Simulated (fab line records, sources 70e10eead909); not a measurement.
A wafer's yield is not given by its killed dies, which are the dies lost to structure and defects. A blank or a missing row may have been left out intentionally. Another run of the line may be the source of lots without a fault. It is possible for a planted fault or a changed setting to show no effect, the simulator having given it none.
fab line records | flow nandHarc
[record] lots = 14 wafers = 41 lastDay = 33
route steps=1302 shown A_CONTACT@1099 A_BLC@1122
lots with no fault: from the same line, run without faults
startH: the number of hours between the record's first day and the start of the first shown wafer of the lot | waitH: hours from the lot's prior step to this one | " same as the row above | L1.1+2: one row covering several wafers at once | - value missing, or start not given | * or withheld: withheld | < > ~ a bound
route shown NAME@n: NAME is a module with steps in the file, n the number in the route of the first one | usual: mean and standard deviation over wafers with no fault | same: alike in all rows | chamber/n: place in a boat | sites: readings site by site | _std_site: how widely they spread, as a standard deviation | _edge_site: the outer-site mean with the inner-site mean subtracted | radiusMm: for every site, how far away it sits from the centre of the wafer | mask NAME#n: copy n | behind: the tool/chamber that last shaped the wafer | hold: reason for holding the lot/hours on hold/outcome of the hold | device: which transistor (n, p or np) failed to switch | end of line: the same wafers' tests at the end of the route | a step with no rows: only its recipe | killed: dies that structure and defects cost at the first sort, which is not the same as the wafer's yield | map: a wafer's dies, x killed, . not, _ none there
set.NAME: the setting that was run; set.NAME@STEP: the one run at that earlier step | model.NAME: the simulator's own value behind a step, which no gauge read
one table for each step of the route and one row for each wafer, over a sample of lots
services: a tool's chamber out of use, with start hour (startH, from the record's first day; less than 0 if before it), hours out, and reason
[[steps]]
[step NHARC_A_CONTACT_STRIP_26]
[recipe] o2FlowSccm = 500 arFlowSccm = 0 biasW = 0 chemistry = O2
[usual] drypumpMotorCurrentA = 5.9/0.38 oesProductAu = 0.999/0.01 rfVppV = 57.6/0.91 showerheadPlenumPTorr = 3.47/0.11 throttleValvePct = 17.036/0.0096
// columns lot.wafer tool chamber startH waitH drypumpMotorCurrentA oesProductAu rfHoursCounterH rfVppV showerheadPlenumPTorr throttleValvePct
L770.2 rieDiel-08 1 - - 6.7 0.990 23 57.7 3.47 17.041
L770.4 " 3 " " 6.5 0.991 29 56.8 3.48 17.042
L770.5 " 1 " " 6.7 0.976 - 57.2 3.47 17.034
L773.1 rieDiel-01 2 - - 5.9 0.991 55 58.8 3.47 17.041
L773.3 " 0 " " 5.7 1.012 65 58.4 3.54 17.034
L773.6 " 2 " " 5.9 0.996 - 56.5 3.47 17.022
L772.3 rieDiel-04 2 - - 5.1 0.991 6 57.2 3.74 17.009
L772.2 " 0 " " 6.6 0.995 5 57.9 3.78 17.019
L772.6 " 3 " " 5.5 0.989 - 58.2 3.80 17.040
L775.3 rieDiel-08 3 - - 6.5 0.988 6 57.8 3.48 17.042
L775.5 " 2 " " 5.7 0.978 - 55.5 3.42 17.045
L775.6 " 3 " " 6.5 1.004 - 58.0 3.48 17.033
L776.4 rieDiel-01 3 - - 5.8 0.997 1 58.4 3.32 17.034
L776.1 " 1 " " 5.6 0.988 1 57.3 3.64 17.023
L776.6 " 0 " " 5.7 1.003 - 57.3 3.54 17.040
L779.1 rieDiel-01 3 - - 5.8 0.996 20 57.6 3.31 17.038
L779.3 " 1 " " 5.5 0.997 15 58.1 3.63 17.028
L779.6 " 0 " " 5.7 1.015 - 56.7 3.53 17.026
L780.4 rieDiel-01 1 - - 5.6 1.011 15 60.2 3.63 17.031
L780.1 " 2 " " 5.9 0.998 20 57.0 3.46 17.034
L780.6 " 1 " " 5.6 1.010 - 58.8 3.63 17.039
L781.2 rieDiel-01 0 - - 5.7 1.007 22 58.5 3.53 17.045
L781.4 " 3 " " 5.8 0.998 - 57.9 3.31 17.038
L781.6 " 0 " " 5.7 0.996 - 58.0 3.53 17.028
L783.1 rieDiel-01 2 - - 5.9 0.998 37 56.6 3.45 17.027
L783.4 " 3 " " 5.8 1.001 40 56.6 3.30 17.022
L783.6 " 2 " " 5.9 0.995 - 58.0 3.45 17.030
L788.4 rieDiel-01 1 - - 5.6 0.999 28 58.8 3.62 17.045
L788.1 " 3 " " 5.8 1.005 42 58.1 3.30 17.019
L788.6 " 1 " " 5.6 1.003 - 59.8 3.62 17.055
L786.6 rieDiel-08 1 - - 6.7 0.987 - 56.2 3.46 17.047
L786.5 " 2 " " 5.7 0.993 - 56.4 3.40 17.034
L790.3 rieDiel-01 3 - - 5.8 1.004 51 57.7 3.30 17.044
L790.1 " 0 " " 5.7 1.002 47 57.1 3.52 17.039
L790.6 " 2 " " 5.9 0.994 - 59.2 3.44 17.036
L792.2 rieDiel-08 2 - - 5.7 1.001 2 57.2 3.40 17.042
L792.1 " 0 " " 5.6 1.003 2 58.1 3.40 17.029
L792.4 " 1 " " 6.7 1.004 2 57.2 3.45 17.040
L791.2 rieDiel-08 3 - - 6.5 0.999 2 57.9 3.46 17.031
L791.6 " 1 " " 6.7 1.000 - 56.9 3.45 17.025
L791.5 " 2 " " 5.7 0.998 - 57.7 3.40 17.029
[step NHARC_A_BLC_ETCH_17]
[recipe] targetDepthA = 3900 overEtchFrac = 0.25 timeS = 609.38 ionEnergyEv = 200 n2FlowSccm = 150 h2FlowSccm = 150 arFlowSccm = 0 rfW = 400 biasW = 150 chemistry = N2/H2
[usual] drypumpMotorCurrentA = 5.9/0.41 oesProductAu = 0.999/0.0084 rfVppV = 430.8/2.1 showerheadPlenumPTorr = 2.05/0.075 throttleValvePct = 14.172/0.0096
// columns lot.wafer tool chamber startH waitH drypumpMotorCurrentA oesProductAu rfHoursCounterH rfVppV showerheadPlenumPTorr throttleValvePct
L770.2 rieDiel-10 3 527.51 - 6.2 0.990 8 432.7 2.09 14.159
L770.4 " 2 " " 6.0 1.001 9 428.3 1.97 14.174
L770.5 " 0 " " 5.9 1.001 - 428.0 1.97 14.185
L773.1 rieDiel-13 0 556.61 - 6.7 0.983 1 429.4 1.95 14.155
L773.3 " 1 " " 5.1 0.996 1 435.3 2.17 14.178
L773.6 " 2 " " 5.3 0.993 - 429.8 1.98 14.169
L772.2 rieDiel-10 2 558.41 - 6.0 0.996 12 429.9 1.97 14.171
L772.3 " 3 " " 6.2 0.995 12 432.4 2.09 14.168
L772.6 " 2 " " 6.0 1.003 - 428.1 1.97 14.165
L775.3 rieDiel-12 1 578.94 - 5.8 0.990 39 433.3 2.14 14.185
L775.5 " 2 " " 5.3 0.993 - 428.4 1.98 14.177
L775.6 " 3 " " 5.6 0.992 - 432.8 2.07 14.169
L776.1 rieDiel-13 1 580.45 - 5.1 0.999 3 434.3 2.17 14.196
L776.4 " 0 " " 6.7 0.994 2 428.9 1.95 14.178
L776.6 " 1 " " 5.1 0.994 - 434.5 2.17 14.169
L779.1 rieDiel-10 1 640.74 - 5.4 0.990 2 430.2 2.08 14.167
L779.3 " 2 " " 6.0 1.016 2 429.4 1.97 14.187
L779.6 " 3 " " 6.2 1.007 - 430.7 2.09 14.177
L780.1 rieDiel-10 2 642.03 - 6.0 1.011 3 428.7 1.97 14.166
L780.4 " 0 " " 5.9 1.008 3 427.3 1.97 14.174
L780.6 " 2 " " 6.0 1.006 - 428.5 1.97 14.188
L781.2 rieDiel-13 2 651.36 - 5.3 0.998 6 428.8 1.98 14.160
L781.4 " 3 " " 6.3 1.000 6 431.3 2.08 14.158
L781.6 " 3 " " 6.3 0.992 - 432.4 2.08 14.154
L783.4 rieDiel-12 1 696.53 - 5.8 0.994 21 432.7 2.13 14.168
L783.1 " 0 " " 6.3 1.010 22 434.7 2.18 14.172
L783.6 " 1 " " 5.7 0.989 - 434.2 2.13 14.168
L788.1 rieDiel-10 3 701.77 - 6.2 0.867 6 431.7 2.09 14.170
L788.4 " 0 " " 5.9 1.006 - 428.6 1.97 14.180
L788.6 " 3 " " 6.2 0.862 - 431.8 2.09 14.161
L786.5 rieDiel-10 0 708.59 - 5.9 1.004 - 427.9 1.97 14.181
L786.6 " 2 " " 6.0 0.866 - 428.7 1.97 14.199
L790.3 rieDiel-12 3 726.75 - 5.6 1.006 30 431.2 2.05 14.176
L790.1 " 1 " " 5.8 0.991 31 433.4 2.13 14.181
L790.6 " 3 " " 5.7 1.003 - 430.5 2.05 14.178
L792.2 rieDiel-13 2 746.31 - 5.3 1.012 3 428.9 1.97 14.164
L792.4 " 3 " " 6.3 0.983 3 430.9 2.08 14.179
L792.1 " 1 " " 5.1 0.990 3 432.0 2.16 14.166
L791.2 rieDiel-12 0 748.09 - 6.3 0.998 41 433.8 2.17 14.186
L791.6 " 0 " " 6.3 1.021 - 434.2 2.17 14.174
L791.5 " 1 " " 5.8 1.003 - 433.2 2.12 14.170
[step NHARC_A_BLC_STRIP_21]
[recipe] o2FlowSccm = 500 arFlowSccm = 0 biasW = 0 chemistry = O2
[usual] drypumpMotorCurrentA = 5.8/0.54 oesProductAu = 1.000/0.0078 rfVppV = 57.8/0.87 showerheadPlenumPTorr = 3.53/0.12 throttleValvePct = 17.037/0.0091
// columns lot.wafer tool chamber startH waitH drypumpMotorCurrentA oesProductAu rfHoursCounterH rfVppV showerheadPlenumPTorr throttleValvePct
L770.4 rieDiel-13 3 528.48 0.1 6.3 0.997 0 57.3 3.59 17.049
L770.2 " 1 " " 5.1 1.009 0 57.6 3.73 17.034
L770.5 " 0 " " 6.7 0.995 - 59.2 3.40 17.036
L773.1 rieDiel-13 0 557.50 0.1 6.7 0.983 1 57.3 3.39 17.029
L773.3 " 3 " " 6.3 0.997 1 58.4 3.59 17.041
L773.6 " 0 " " 6.7 0.987 - 58.2 3.39 17.024
L772.2 rieDiel-13 2 559.39 0.1 5.3 0.999 2 58.0 3.43 17.034
L772.3 " 3 " " 6.3 1.002 2 59.5 3.59 17.037
L772.6 " 2 " " 5.3 1.008 - 59.0 3.43 17.032
L775.3 rieDiel-13 1 579.81 0.1 5.1 0.992 2 58.5 3.73 17.036
L775.6 " 2 " " 5.3 1.011 - 58.6 3.43 17.024
L775.5 " 3 " " 6.3 1.000 - 58.7 3.59 17.020
L776.4 rieDiel-10 0 581.43 0.1 5.9 0.998 14 58.2 3.42 17.025
L776.1 " 1 " " 5.4 1.013 14 57.6 3.59 17.033
L776.6 " 3 " " 6.2 0.998 - 58.3 3.61 17.042
L779.1 rieDiel-13 1 641.64 0.1 5.1 0.992 6 59.1 3.72 17.029
L779.3 " 0 " " 6.7 0.994 5 57.9 3.39 17.040
L779.6 " 1 " " 5.1 0.993 - 59.1 3.73 17.040
L780.4 rieDiel-13 2 643.00 0.1 5.3 1.007 6 58.4 3.43 17.043
L780.1 " 1 " " 5.1 0.997 6 56.5 3.73 17.034
L780.6 " 2 " " 5.4 1.005 - 56.8 3.43 17.036
L781.4 rieDiel-10 1 652.33 0.1 5.4 0.984 4 57.9 3.58 17.028
L781.2 " 0 " " 5.9 1.009 4 58.0 3.42 17.047
L781.6 " 2 " " 6.0 1.012 - 56.4 3.41 17.042
L783.1 rieDiel-10 1 697.49 0.1 5.4 0.995 7 57.5 3.58 17.042
L783.4 " 3 " " 6.2 0.999 6 59.2 3.61 17.030
L783.6 " 2 " " 6.0 1.009 - 57.2 3.41 17.037
L788.1 rieDiel-10 2 702.80 0.1 6.1 1.012 6 58.0 3.41 17.027
L788.6 " 2 " " 6.0 0.995 - 56.9 3.41 17.044
L788.4 " 3 " " 6.2 0.996 - 57.2 3.61 17.034
L786.5 rieDiel-13 1 709.57 0.1 5.1 0.989 - 55.9 3.72 17.042
L786.6 " 2 " " 5.3 1.011 - 58.7 3.43 17.048
L790.3 rieDiel-13 3 727.73 0.1 6.3 0.987 2 57.9 3.59 17.049
L790.1 " 0 " " 6.7 0.999 2 56.5 3.39 17.050
L790.6 " 2 " " 5.3 1.011 - 56.6 3.43 17.035
L792.1 rieDiel-10 3 747.28 0.1 6.2 1.014 11 57.2 3.60 17.035
L792.4 " 0 " " 5.9 1.007 10 56.7 3.41 17.036
L792.2 " 2 " " 6.1 1.000 11 58.5 3.41 17.030
L791.2 rieDiel-13 1 749.07 0.1 5.1 0.999 3 57.9 3.72 17.052
L791.6 " 1 " " 5.1 1.001 - 58.2 3.72 17.052
L791.5 " 2 " " 5.3 1.003 - 56.4 3.42 17.052
[step NHARC_A_BLC_CVD_24]
[recipe] targetThkA = 1500 tempC = 300 pressureTorr = 40 wf6FlowSccm = 40 h2FlowSccm = 1600 arFlowSccm = 1560 timeS = 434 material = W
[usual] heaterPowerW = 465/51 throttleValvePct = 7.85/0.29
// columns lot.wafer tool chamber startH waitH heaterPowerW sinceWetCleanH throttleValvePct
L770.2 cvdW-01 1 - - 537 150 7.72
L770.4 " 1 " " 500 - 7.73
L770.5 " 1 " " 541 - 7.97
L773.1 cvdW-02 1 - - 470 95 8.14
L773.3 " 1 " " 472 - 8.27
L773.6 " 1 " " 467 - 8.25
L772.2 cvdW-01 0 - - 393 0 7.56
L772.3 " 0 " " 389 - 7.50
L772.6 " 1 " " 517 - 7.45
L775.3 cvdW-02 0 - - 492 - 7.85
L775.6 " 1 " " 471 - 7.90
L775.5 " 0 " " 492 - 8.11
L776.1 cvdW-02 0 - - 486 119 7.99
L776.4 " 0 " " 482 - 8.15
L776.6 " 0 " " 477 - 8.17
L779.1 cvdW-01 0 - - 384 83 7.96
L779.3 " 1 " " 509 - 7.68
L779.6 " 0 " " 389 - 7.45
L780.1 cvdW-01 0 - - 396 84 7.36
L780.4 " 1 " " 515 - 7.25
L780.6 " 1 " " 515 - 7.51
L781.2 cvdW-02 1 - - 472 9 8.22
L781.4 " 1 " " 469 - 7.99
L781.6 " 1 " " 487 - 7.84
L783.1 cvdW-01 0 - - 392 139 7.94
L783.4 " 1 " " 529 - 7.73
L783.6 " 1 " " 518 - 7.48
L788.1 cvdW-01 1 - - 529 144 7.61
L788.4 " 1 " " 522 - 7.53
L788.6 " 0 " " 389 - 7.56
L786.5 cvdW-02 0 - - 474 - 8.12
L786.6 " 1 " " 476 - 8.11
L790.1 cvdW-02 1 - - 488 84 8.21
L790.3 " 1 " " 477 - 8.22
L790.6 " 0 " " 465 - 8.25
L792.2 cvdW-01 0 - - 384 7 7.49
L792.1 " 1 " " 540 7 7.77
L792.4 " 1 " " 541 - 7.45
L791.2 cvdW-01 0 - - 374 9 7.59
L791.5 " 0 " " 367 - 7.47
L791.6 " 1 " " 545 - 7.59
[[services]]
// columns tool chamber startH hours kind
rieDiel-10 1 515.02 2.5 repair
rieDiel-13 - 519.08 9.0 pm
rieDiel-08 - 545.31 9.0 pm
cvdW-01 - 547.00 13.0 pm
rieDiel-01 1 558.22 4.2 repair
rieDiel-01 - 560.99 9.0 pm
rieDiel-13 - 574.86 1.1 repair
rieDiel-13 2 609.36 2.9 repair
cvdW-01 0 626.63 8.6 repair
cvdW-02 - 631.41 13.0 pm
rieDiel-13 2 636.52 5.3 repair
rieDiel-10 - 646.94 1.0 repair
rieDiel-01 1 646.94 11.9 repair
cvdW-02 0 668.40 4.1 repair
rieDiel-10 0 683.58 6.6 repair
rieDiel-10 2 688.49 6.5 repair
rieDiel-13 - 696.08 9.0 pm
rieDiel-10 1 701.33 9.6 repair
rieDiel-08 1 709.58 7.9 repair
rieDiel-10 1 716.64 3.2 repair
rieDiel-08 - 722.31 9.0 pm
cvdW-01 - 728.00 13.0 pm
rieDiel-01 - 737.99 9.0 pm
rieDiel-10 - 743.63 2.6 repair
[[key]]
[firstSign] step = NHARC_A_BLC_ETCH_17 reading = oesProductAu direction = down sigmas = 16 usual = 0.999 struck = 0.865
effect none on later readings
metAt NHARC_A_BLC_ETCH_17
struckLots L786,L788
struckWafers L786.6,L788.1,L788.6
sortLeftOut L786.6,L788.1,L788.6
testerLeftOut L786,L788
notActingAt NHARC_A_CONTACT_STRIP_26,NHARC_A_BLC_STRIP_21,NHARC_A_BLC_CVD_24
onsetBetween 642.03 701.77
[fault] kind = processParameterDrift tool = rieDiel-10 chamber = - onsetH = 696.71 steps = NHARC_A_BLC_ETCH_17 channel = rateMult offset = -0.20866 shape = step endH = 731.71 scope = struckWafersOnly
// testerLeftOut: of these lots the tester's yield and bins aren't shown, on N5 and GAA mostly nor the transistor test; their killed dies are dies lost to structure and defects alone, not to doping, threshold or leakage, so they don't give the yield
// sortLeftOut: the simulated sort isn't trusted on such a fault, so these wafers' sort isn't shown, and their yield isn't known
